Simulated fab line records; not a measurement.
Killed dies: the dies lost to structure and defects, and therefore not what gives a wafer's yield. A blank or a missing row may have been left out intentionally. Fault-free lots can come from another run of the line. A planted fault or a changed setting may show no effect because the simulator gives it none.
Chamber matching ; flow nand-harc ; cmp-01 running NHARC_A_CHANNEL_FILL_D1_CMP_10: 4 sister chambers
The step polishes, target thk 150 nm. 8 wafers are shown with their chamber, then 8 later ones without.

## EACH WAFER AND ITS CHAMBER
wafer;chamber;motor-current-A (A);time-to-endpoint-s (s)
L077.6;0;13.2;12
L076.3;0;13.8;13
L084.4;1;11.2;13
L084.5;3;12.1;8
L085.2;3;12.0;10
L085.3;1;11.1;15
L085.5;2;13.7;14
L091.1;2;14.4;14

## WAFERS WHOSE CHAMBER IS MISSING
wafer;motor-current-A (A);time-to-endpoint-s (s)
L091.4;13.1;12
L091.6;11.2;17
L094.1;11.8;18
L094.3;11.2;14
L094.4;13.4;14
L096.1;13.7;15
L096.2;11.8;19
L096.5;13.5;17

## THE CHAMBER EACH PASSED THROUGH
wafer;from the rows above;in truth
L091.4;0;0
L091.6;1;1
L094.1;1;1
L094.3;1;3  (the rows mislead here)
L094.4;can't be placed: 0 or 2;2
L096.1;can't be placed: 2 or 0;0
L096.2;1;1
L096.5;can't be placed: 2 or 0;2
4 of 8 placed correctly. Cannot be placed on the basis of these rows: 3; the candidates contain the true chamber in 3. Wrongly placed: 1.
How it was worked out, from the rows above alone: a wafer's distance from a chamber is the root of the sum, over the readings, of the square of ((its reading less the chamber's mean) divided by the reading's scatter). If the next closest chamber is less than 2 further off than the closest, the wafer can't be placed; otherwise it belongs to the closest. For every chamber, the mean is computed from those of its wafers that are shown. The scatter: take each reading less its chamber's mean, square it, sum over the shown wafers, divide by the number of wafers less the number of chambers, and take the root.
